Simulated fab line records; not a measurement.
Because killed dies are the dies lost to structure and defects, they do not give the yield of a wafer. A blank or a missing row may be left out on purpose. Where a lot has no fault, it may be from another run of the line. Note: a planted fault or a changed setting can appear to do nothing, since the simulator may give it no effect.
Which tool is to blame? -- flow n5_finfet -- 24 lots with 72 wafers sampled at 3 steps, on a route of 1938 steps

== WHAT THE GAUGES READ, wafer by wafer ==
N5_BEOL_M10_CD_MEAS_11: target cd 64.1 nm. Usual: 64.2 nm for cd_nm, sd 0.58.
lot,measured,on,cd_nm (nm),flag
L074,day 10 05:20,cd_sem-01,64.4 64.7 64.7,
L077,day 10 23:35,cd_sem-02,63.5 64.2 63.5,
L075,day 11 04:59,cd_sem-01,65.0 64.1 63.2,
L079,day 11 14:40,cd_sem-01,64.6 64.7 65.0,
L078,day 11 14:50,cd_sem-02,64.2 64.1 64.4,
L076,day 11 15:32,cd_sem-02,63.5 64.9 63.2,
L082,day 12 15:39,cd_sem-03,64.8 64.1 63.6,
L081,day 12 18:10,cd_sem-01,64.3 65.6 64.2,
L083,day 12 23:27,cd_sem-02,64.2 64.7 62.8,
L080,day 13 00:05,cd_sem-01,63.7 64.3 63.0,
L084,day 13 03:15,cd_sem-03,63.3 64.9 63.0,
L085,day 13 04:04,cd_sem-02,64.8 63.5 64.5,
L086,day 13 22:05,cd_sem-03,63.9 64.4 63.1,
L090,day 14 04:56,cd_sem-01,63.2 63.7 63.6,
L088,day 14 20:14,cd_sem-02,64.5 64.2 63.2,
L087,day 14 20:57,cd_sem-03,65.2 65.0 65.2,
L089,day 15 01:32,cd_sem-01,64.0 64.3 64.1,
L091,day 15 03:32,cd_sem-01,64.2 63.4 63.9,
L092,day 16 06:36,cd_sem-03,64.2 64.2 64.6,
L094,day 16 18:17,cd_sem-02,63.8 63.9 63.3,
L093,day 17 01:59,cd_sem-01,64.0 64.1 64.4,
L097,day 17 02:04,cd_sem-02,64.0 63.9 64.2,
L096,day 17 06:11,cd_sem-01,64.7 65.0 63.8,
L095,day 17 09:32,cd_sem-03,65.0 63.7 64.6,

N5_BEOL_M10_CD_MEAS_35: target cd 70 nm. Usual: 70.2 nm for cd_nm, sd 0.66.
lot,measured,on,cd_nm (nm),flag
L074,day 10 08:22,cd_sem-02,69.8 70.7 70.7,
L077,day 11 01:51,cd_sem-02,69.2 69.8 68.8,
L075,day 11 08:19,cd_sem-01,70.8 69.8 69.9,
L079,day 11 16:28,cd_sem-03,70.8 69.9 71.0,
L078,day 11 16:56,cd_sem-03,69.9 70.2 70.9,
L076,day 11 17:45,cd_sem-01,69.0 70.4 69.0,
L082,day 12 18:05,cd_sem-01,70.5 70.4 69.8,
L081,day 12 19:56,cd_sem-02,70.5 71.4 69.6,
L083,day 13 03:40,cd_sem-01,69.9 70.3 69.0,
L080,day 13 04:08,cd_sem-01,69.4 71.1 69.5,
L084,day 13 06:17,cd_sem-01,69.4 71.2 69.2,
L085,day 13 06:26,cd_sem-01,70.0 69.2 70.5,
L086,day 14 01:31,cd_sem-01,69.8 71.2 69.2,
L090,day 14 07:00,cd_sem-03,69.0 69.6 70.2,
L088,day 14 22:11,cd_sem-01,70.5 70.0 69.6,
L087,day 14 22:59,cd_sem-01,71.3 71.4 71.6,
L089,day 15 03:35,cd_sem-03,70.2 70.4 69.4,
L091,day 15 05:11,cd_sem-01,70.8 69.7 69.9,
L092,day 16 10:05,cd_sem-01,70.4 70.4 69.4,
L094,day 16 20:01,cd_sem-01,69.5 69.6 68.9,
L093,day 17 05:38,cd_sem-03,70.0 70.3 70.5,
L097,day 17 05:40,cd_sem-01,70.2 69.2 70.5,
L096,day 17 08:24,cd_sem-03,70.3 71.1 70.6,
L095,day 17 12:16,cd_sem-01,71.8 69.7 70.5,

== WHICH TOOL RAN EACH LOT (tool, then ch and the chambers of the sampled wafers, then the start) ==
lot,N5_BEOL_M9_SURFACE_TREAT_79
L074,"pvd_sputter-03, day 10 01:56"
L077,"pvd_sputter-01, day 10 18:53"
L075,"pvd_sputter-02, day 11 01:31"
L079,"pvd_sputter-02, day 11 09:04"
L078,"pvd_sputter-02, day 11 09:21"
L076,"pvd_sputter-02, day 11 09:37"
L082,"pvd_sputter-02, day 12 13:12"
L081,"pvd_sputter-02, day 12 13:43"
L083,"pvd_sputter-01, day 12 18:54"
L080,"pvd_sputter-01, day 12 19:40"
L084,"pvd_sputter-01, day 12 22:56"
L085,"pvd_sputter-02, day 13 00:55"
L086,"pvd_sputter-01, day 13 17:33"
L090,"pvd_sputter-01, day 14 02:04"
L088,"pvd_sputter-01, day 14 17:11"
L087,"pvd_sputter-03, day 14 17:38"
L089,"pvd_sputter-02, day 14 22:47"
L091,"pvd_sputter-02, day 14 23:50"
L092,"pvd_sputter-03, day 16 02:05"
L094,"pvd_sputter-03, day 16 14:55"
L093,"pvd_sputter-02, day 16 21:01"
L097,"pvd_sputter-02, day 16 21:29"
L096,"pvd_sputter-02, day 17 02:34"
L095,"pvd_sputter-01, day 17 06:19"
- N5_BEOL_M9_SURFACE_TREAT_79

== WHAT THE TOOLS THEMSELVES READ (means of the sampled wafers that have a number; where no wafer has one, the mark that the record gives instead) ==
N5_BEOL_M9_SURFACE_TREAT_79. Usual: 30.01 sccm for ar_flow_sccm, sd 0.096.
lot,tool,ar_flow_sccm (sccm),flag
L074,pvd_sputter-03,30.02,
L077,pvd_sputter-01,29.95,
L075,pvd_sputter-02,30.01,
L079,pvd_sputter-02,30.06,
L078,pvd_sputter-02,30.00,
L076,pvd_sputter-02,29.99,
L082,pvd_sputter-02,29.95,
L081,pvd_sputter-02,30.03,
L083,pvd_sputter-01,30.08,
L080,pvd_sputter-01,29.97,
L084,pvd_sputter-01,29.96,
L085,pvd_sputter-02,29.95,
L086,pvd_sputter-01,29.94,
L090,pvd_sputter-01,30.02,
L088,pvd_sputter-01,29.96,
L087,pvd_sputter-03,30.08,
L089,pvd_sputter-02,29.96,
L091,pvd_sputter-02,30.04,
L092,pvd_sputter-03,30.00,
L094,pvd_sputter-03,29.97,
L093,pvd_sputter-02,30.02,
L097,pvd_sputter-02,30.11,
L096,pvd_sputter-02,29.97,
L095,pvd_sputter-01,30.06,

== THE ANSWER, worked out from the rows above alone ==
Rule: take the mean of a lot's wafers that have a number; if it is more than 3 standard deviations from the usual mean, the lot is off. A lot without any number at a reading at which 4 lots or more have one is off too. The other lots that the step has rows for count as sound. The gauges are gone through in route order, then the tools' own readings, and for those a lot's mean is taken as printed above. The first step at which some lot is off is used, and at that step the reading that is off furthest; a lot without a number counts as furthest.
No lot is off at any reading shown: from this, nothing can be told.

== WHAT THE SIMULATOR HAD INSERTED ==
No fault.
